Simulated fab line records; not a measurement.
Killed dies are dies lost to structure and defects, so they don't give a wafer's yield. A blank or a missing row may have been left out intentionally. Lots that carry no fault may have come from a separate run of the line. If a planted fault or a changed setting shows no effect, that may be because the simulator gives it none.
Which tool did it? + flow n5-finfet + 12 lots with 34 wafers sampled at 4 steps, on a route of 1938 steps

## WHAT THE GAUGES SHOWED, per wafer
N5_PASSIVATION_CD_MEAS_44: target cd 40000 nm. Usual: 39998 nm for cd-nm, sd 4.3.
| lot  | measured     | on        | cd-nm (nm)        | flag |
|------|--------------|-----------|-------------------|------|
| L543 | day 13 14:55 | cd-sem-03 | 39999 39993 40005 |      |
| L544 | day 13 20:59 | cd-sem-03 | 39999 39997 39993 |      |
| L545 | day 14 02:05 | cd-sem-02 | 39997 39999 39994 |      |
| L547 | day 14 15:53 | cd-sem-02 | 40002 40003 40004 |      |
| L546 | day 14 05:28 | cd-sem-01 | 39995 40000       |      |
| L548 | day 14 21:08 | cd-sem-01 | 40001 39996 40004 |      |
| L549 | day 14 20:02 | cd-sem-03 | 39989 39998       |      |
| L550 | day 15 02:14 | cd-sem-03 | 40002 39995 39997 |      |
| L555 | day 16 22:01 | cd-sem-03 | 39993 39996 39998 |      |
| L562 | day 18 17:39 | cd-sem-03 | 39993 39994 39994 |      |
| L564 | day 18 22:26 | cd-sem-02 | 40002 39999 39997 |      |
| L563 | day 19 04:05 | cd-sem-02 | 39996 39995 39994 |      |

## WHICH TOOL RAN EACH LOT (tool, then ch and the chambers of the sampled wafers, then the start)
| lot  | N5_BEOL_M4_ALD_98                 | N5_MIM_BOT_ETCH_ETCH_03           | N5_PASSIVATION_SPUTTER_20    |
|------|-----------------------------------|-----------------------------------|------------------------------|
| L543 | ald-sin-02 ch 1,2, day 7 22:37    | rie-metal-02 ch 1, day 13 07:28   | pvd-sputter-01, day 13 11:50 |
| L544 | ald-sin-02 ch 0,1,2, day 7 23:16  | rie-metal-01 ch 0,1, day 13 15:05 | pvd-sputter-02, day 13 18:02 |
| L545 | ald-sin-01 ch 1,3, day 8 13:13    | rie-metal-03 ch 0,1, day 13 18:52 | pvd-sputter-02, day 13 22:53 |
| L547 | ald-sin-03 ch 0,1,3, day 9 07:44  | rie-metal-01 ch 0, day 14 10:02   | pvd-sputter-03, day 14 13:09 |
| L546 | ald-sin-01 ch 0,2, day 9 11:43    | rie-metal-02 ch 1, day 13 23:24   | pvd-sputter-03, day 14 02:17 |
| L548 | ald-sin-02 ch 0,2,3, day 10 10:07 | rie-metal-03 ch 0,1, day 14 15:29 | pvd-sputter-03, day 14 18:28 |
| L549 | ald-sin-02 ch 2,3, day 10 10:28   | rie-metal-01 ch 0, day 14 13:42   | pvd-sputter-01, day 14 17:26 |
| L550 | ald-sin-02 ch 1,2,3, day 10 11:20 | rie-metal-02 ch 0,1, day 14 20:25 | pvd-sputter-02, day 14 23:41 |
| L555 | ald-sin-02 ch 0,2, day 12 08:56   | rie-metal-01 ch 0,1, day 16 14:52 | pvd-sputter-01, day 16 19:39 |
| L562 | ald-sin-01 ch 0,1,2, day 13 05:06 | rie-metal-03 ch 0, day 18 09:56   | pvd-sputter-01, day 18 15:04 |
| L564 | ald-sin-01 ch 0,3, day 13 18:07   | rie-metal-03 ch 0,1, day 18 15:58 | pvd-sputter-03, day 18 19:52 |
| L563 | ald-sin-03 ch 1,2,3, day 14 05:43 | rie-metal-01 ch 0,1, day 18 22:21 | pvd-sputter-03, day 19 01:39 |
- N5_BEOL_M4_ALD_98: deposits SiO2, target thk 2.5 nm, pulse time 1 s, co reactant pulse time 1 s.
- N5_MIM_BOT_ETCH_ETCH_03: etches the open film in Cl2/BCl3, target depth 12 nm.
- N5_PASSIVATION_SPUTTER_20: material TaN, target thk 50 nm.

## WHAT THE TOOLS THEMSELVES READ (means of the sampled wafers that have a number; where no wafer has one, the mark that the record gives instead)
N5_BEOL_M4_ALD_98. Usual: heater-power-w 80 W, standard deviation 6.6; precursor-pulse-height-rel 0.999, standard deviation 0.019.
| lot  | tool       | heater-power-w (W) | precursor-pulse-height-rel | flag |
|------|------------|--------------------|----------------------------|------|
| L543 | ald-sin-02 | 87                 | 0.997                      |      |
| L544 | ald-sin-02 | 83                 | 0.999                      |      |
| L545 | ald-sin-01 | 76                 | 1.002                      |      |
| L547 | ald-sin-03 | 79                 | 1.028                      |      |
| L546 | ald-sin-01 | 78                 | 1.006                      |      |
| L548 | ald-sin-02 | 83                 | 1.005                      |      |
| L549 | ald-sin-02 | 87                 | 0.980                      |      |
| L550 | ald-sin-02 | 88                 | 1.005                      |      |
| L555 | ald-sin-02 | 82                 | 0.985                      |      |
| L562 | ald-sin-01 | 75                 | 1.024                      |      |
| L564 | ald-sin-01 | 80                 | 1.012                      |      |
| L563 | ald-sin-03 | 76                 | 1.007                      |      |

N5_MIM_BOT_ETCH_ETCH_03. Usual: drypump-motor-current-A 5.6 A, standard deviation 0.33; oes-product-au 0.80 a.u., standard deviation 0.12; throttle-valve-pct 27.74 %, standard deviation 0.16.
| lot  | tool         | drypump-motor-current-A (A) | oes-product-au (a.u.) | throttle-valve-pct (%) | flag |
|------|--------------|-----------------------------|-----------------------|------------------------|------|
| L543 | rie-metal-02 | 5.3                         | 0.67                  | 27.93                  |      |
| L544 | rie-metal-01 | 5.6                         | 0.74                  | 27.68                  |      |
| L545 | rie-metal-03 | 6.3                         | 0.70                  | 27.60                  |      |
| L547 | rie-metal-01 | 5.6                         | 0.89                  | 27.76                  |      |
| L546 | rie-metal-02 | 5.2                         | 0.67                  | 27.94                  |      |
| L548 | rie-metal-03 | 6.3                         | 0.70                  | 27.61                  |      |
| L549 | rie-metal-01 | 5.6                         | 0.89                  | 27.77                  |      |
| L550 | rie-metal-02 | 5.6                         | 0.87                  | 27.83                  |      |
| L555 | rie-metal-01 | 5.7                         | 0.92                  | 27.58                  |      |
| L562 | rie-metal-03 | 6.4                         | 0.65                  | 27.65                  |      |
| L564 | rie-metal-03 | 6.3                         | 0.67                  | 27.63                  |      |
| L563 | rie-metal-01 | 5.7                         | 0.90                  | 27.58                  |      |

N5_PASSIVATION_SPUTTER_20. Usual: 30.1 % for throttle-valve-pct, sd 1.
| lot  | tool           | throttle-valve-pct (%) | flag |
|------|----------------|------------------------|------|
| L543 | pvd-sputter-01 | 30.5                   |      |
| L544 | pvd-sputter-02 | 30.6                   |      |
| L545 | pvd-sputter-02 | 30.6                   |      |
| L547 | pvd-sputter-03 | 29.6                   |      |
| L546 | pvd-sputter-03 | 29.2                   |      |
| L548 | pvd-sputter-03 | 30.5                   |      |
| L549 | pvd-sputter-01 | 30.8                   |      |
| L550 | pvd-sputter-02 | 30.4                   |      |
| L555 | pvd-sputter-01 | 29.6                   |      |
| L562 | pvd-sputter-01 | 30.0                   |      |
| L564 | pvd-sputter-03 | 30.0                   |      |
| L563 | pvd-sputter-03 | 29.1                   |      |

## THE ANSWER, worked out from the rows above alone
Rule: take the mean of a lot's wafers that have a number; if it is more than 3 standard deviations from the usual mean, the lot is off. Also off: a lot with no number at a reading for which 4 or more lots have one. The other lots that the step has rows for count as sound. Order of review: gauges by route order, followed by the tools' own readings, for which a lot's mean as printed above is used. The first step at which some lot is off is used, and at that step the reading that is off furthest; a lot without a number counts as furthest.
None of the lots is off at any reading shown; this tells nothing.

## WHAT THE SIMULATOR PUT IN
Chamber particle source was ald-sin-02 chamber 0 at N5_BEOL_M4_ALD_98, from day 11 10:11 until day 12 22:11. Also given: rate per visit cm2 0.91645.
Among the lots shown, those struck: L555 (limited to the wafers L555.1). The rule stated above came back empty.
